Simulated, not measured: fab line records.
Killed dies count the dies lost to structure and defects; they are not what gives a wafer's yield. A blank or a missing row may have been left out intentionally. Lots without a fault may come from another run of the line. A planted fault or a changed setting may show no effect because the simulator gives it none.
Which of the tools did it? | flow nand harc | 13 lots with 39 wafers sampled at 6 steps, on a route of 1159 steps

WHAT THE GAUGES READ, wafer by wafer
NHARC_P_GATE_CD_MEAS_91: target cd 2000 nm.
lot  | measured     | on        | cd nm (nm)
L885 | day 5 10:11  | cd sem-02 | 1998.9 1999.0 1999.4
L887 | day 5 23:13  | cd sem-01 | 2002.0 1999.6 1998.6
L886 | day 5 23:43  | cd sem-03 | 2000.3 1998.5 1999.3
L889 | day 6 10:33  | cd sem-03 | 1998.1 2000.2 2000.8
L891 | day 7 05:30  | cd sem-02 | 1999.0 2002.1 1998.8
L890 | day 7 05:41  | cd sem-03 | 2000.3 2000.3 1998.9
L893 | day 7 13:21  | cd sem-01 | 1998.5 1999.6 2002.1
L894 | day 8 00:35  | cd sem-02 | 1997.6 1998.9 1998.7
L896 | day 8 12:20  | cd sem-01 | 2000.3 1999.9 2000.0
L899 | day 8 15:52  | cd sem-02 | 2226.1 2227.2 2229.8
L905 | day 10 15:16 | cd sem-01 | 1998.8 2000.7 1999.4
L906 | day 10 15:37 | cd sem-01 | 1999.4 2001.0 1999.8
L907 | day 11 03:26 | cd sem-03 | 1999.1 2001.8 1998.4

NHARC_END_SORT_01.
lot  | measured     | on        | killed at array | killed at other | killed at periphery | killed dies | killed open | killed short
L899 | day 23 03:07 | prober-01 | 12 10 13        | 4 1 4           | 26 29 24            | 42 40 41    | 9 2 4       | 1 2 2

TOOL THAT RAN EACH LOT (tool first, then ch and the chambers of the sampled wafers, then the start)
lot  | NHARC_P_GATE_ALD_36               | NHARC_P_GATE_STRIP_75                | NHARC_P_GATE_EXPOSE_88            | NHARC_P_GATE_RTA_80
L885 | ald sin-04 ch 0,2,3, day 4 20:22  | plasma asher-02 ch 0,1, day 5 07:40  | krf scanner-04 ch 0, day 5 10:02  | rtp anneal-01 ch 0, day 5 12:53
L887 | ald sin-03 ch 2,3, day 5 09:08    | plasma asher-02 ch 0,1, day 5 20:25  | krf scanner-03 ch 0, day 5 23:02  | rtp anneal-02 ch 0, day 6 01:52
L886 | ald sin-04 ch 2,3, day 5 09:34    | plasma asher-02 ch 0,1, day 5 21:00  | krf scanner-04 ch 0, day 5 23:33  | rtp anneal-02 ch 0, day 6 02:19
L889 | ald sin-04 ch 1,3, day 5 20:28    | plasma asher-02 ch 0,1, day 6 07:52  | krf scanner-02 ch 0, day 6 10:24  | rtp anneal-01 ch 0, day 6 12:57
L891 | ald sin-01 ch 0,1,3, day 6 14:51  | plasma asher-01 ch 0,1, day 7 02:59  | krf scanner-04 ch 0, day 7 05:20  | rtp anneal-01 ch 0, day 7 07:57
L890 | ald sin-04 ch 0,1,2, day 6 15:03  | plasma asher-02 ch 0,1, day 7 03:10  | krf scanner-04 ch 0, day 7 05:31  | rtp anneal-01 ch 0, day 7 08:27
L893 | ald sin-01 ch 0,1,3, day 6 23:33  | plasma asher-01 ch 0,1, day 7 10:50  | krf scanner-04 ch 0, day 7 13:11  | rtp anneal-02 ch 0, day 7 15:46
L894 | ald sin-03 ch 0,1,3, day 7 10:14  | plasma asher-01 ch 0,1, day 7 22:01  | krf scanner-02 ch 0, day 8 00:25  | rtp anneal-01 ch 0, day 8 03:05
L896 | ald sin-04 ch 1,2,3, day 8 00:25  | plasma asher-02 ch 0,1, day 8 09:41  | krf scanner-04 ch 0, day 8 12:11  | rtp anneal-01 ch 0, day 8 14:50
L899 | ald sin-03 ch 0,1,3, day 8 04:48  | plasma asher-01 ch 0,1, day 8 13:01  | krf scanner-02 ch 0, day 8 15:42  | rtp anneal-01 ch 0, day 8 19:01
L905 | ald sin-03 ch 0,1,3, day 10 01:16 | plasma asher-02 ch 0,1, day 10 12:34 | krf scanner-04 ch 0, day 10 15:07 | rtp anneal-01 ch 0, day 10 17:41
L906 | ald sin-01 ch 0,1,3, day 10 04:31 | plasma asher-02 ch 0,1, day 10 12:59 | krf scanner-03 ch 0, day 10 15:28 | rtp anneal-01 ch 0, day 10 18:06
L907 | ald sin-04 ch 1,3, day 10 14:29   | plasma asher-02 ch 0,1, day 11 00:47 | krf scanner-04 ch 0, day 11 03:17 | rtp anneal-02 ch 0, day 11 05:58
- NHARC_P_GATE_ALD_36: deposits SiNx, target thk 20 nm, pulse time 60 s, ald cycles 223.
- NHARC_P_GATE_STRIP_75: strips in O2.
- NHARC_P_GATE_EXPOSE_88: exposes mask P HVN, target cd 2000 nm.
- NHARC_P_GATE_RTA_80: time 30 s.

AS READ BY THE TOOLS THEMSELVES (means over the sampled wafers that have a number; for cases with no such wafer, the mark the record gives instead)
NHARC_P_GATE_ALD_36.
lot  | tool       | heater power outer w (W) | heater power w (W) | precursor pulse height rel
L885 | ald sin-04 | 454                      | 738                | 1.005
L887 | ald sin-03 | 519                      | 834                | 1.008
L886 | ald sin-04 | 456                      | 760                | 1.020
L889 | ald sin-04 | 512                      | 847                | 1.014
L891 | ald sin-01 | 512                      | 841                | 0.988
L890 | ald sin-04 | 481                      | 799                | 0.980
L893 | ald sin-01 | 503                      | 848                | 1.006
L894 | ald sin-03 | 506                      | 810                | 0.999
L896 | ald sin-04 | 486                      | 805                | 1.004
L899 | ald sin-03 | 507                      | 827                | 0.996
L905 | ald sin-03 | 509                      | 817                | 1.008
L906 | ald sin-01 | 509                      | 835                | 1.005
L907 | ald sin-04 | 511                      | 835                | 0.992

NHARC_P_GATE_STRIP_75.
lot  | tool            | drypump motor current A (A) | heater power w (W)
L885 | plasma asher-02 | 5.87                        | 310
L887 | plasma asher-02 | 5.91                        | 312
L886 | plasma asher-02 | 5.88                        | 310
L889 | plasma asher-02 | 5.89                        | 314
L891 | plasma asher-01 | 5.29                        | 372
L890 | plasma asher-02 | 5.86                        | 313
L893 | plasma asher-01 | 5.39                        | 379
L894 | plasma asher-01 | 5.40                        | 382
L896 | plasma asher-02 | 5.90                        | 309
L899 | plasma asher-01 | 5.29                        | 373
L905 | plasma asher-02 | 5.87                        | 317
L906 | plasma asher-02 | 5.91                        | 315
L907 | plasma asher-02 | 5.89                        | 314

NHARC_P_GATE_RTA_80.
lot  | tool          | wafer_temp_C_max
L885 | rtp anneal-01 | 301.5
L887 | rtp anneal-02 | 302.2
L886 | rtp anneal-02 | 301.4
L889 | rtp anneal-01 | 301.6
L891 | rtp anneal-01 | 301.8
L890 | rtp anneal-01 | 301.2
L893 | rtp anneal-02 | 301.7
L894 | rtp anneal-01 | 301.0
L896 | rtp anneal-01 | 301.3
L899 | rtp anneal-01 | 301.4
L905 | rtp anneal-01 | 301.2
L906 | rtp anneal-01 | 301.3
L907 | rtp anneal-02 | 301.8

THE ANSWER, worked out from the rows above alone
Rule: the usual values come from the lots themselves. The widest of any qualifying gaps counts: lots, ordered by their means at a reading, are off when they make up no more than a third of the lots, leave a main group of 4 or more, and stand apart from it by 3 or more times the standard deviation of that group's means. A main group whose means are all the same, to the digits that the tables above print for the reading, isn't used. Also off: a lot with no number at a reading for which 4 or more lots have one. All remaining lots with rows at the step are treated as sound. Order of review: gauges by route order, followed by the tools' own readings, for which a lot's mean as printed above is used. The first step at which some lot is off is used, and at that step the reading that is off furthest; a lot without a number counts as furthest.
Off at NHARC_P_GATE_CD_MEAS_91 (cd nm): L899. For the main group the mean is 1999.7 nm and the standard deviation 0.48.
A tool fits if, at a process step before that reading, it ran every lot that is off, and no sound lot after the first of them. The gauges at NHARC_P_GATE_CD_MEAS_91 aren't tried: what is off there is off at NHARC_P_GATE_STRIP_75 too, on other tools, and a gauge's error can't cause that. Undecided on this evidence; 2 tools fit (plasma asher-01 at NHARC_P_GATE_STRIP_75, krf scanner-02 at NHARC_P_GATE_EXPOSE_88).

WHAT THE SIMULATOR HAD INSERTED
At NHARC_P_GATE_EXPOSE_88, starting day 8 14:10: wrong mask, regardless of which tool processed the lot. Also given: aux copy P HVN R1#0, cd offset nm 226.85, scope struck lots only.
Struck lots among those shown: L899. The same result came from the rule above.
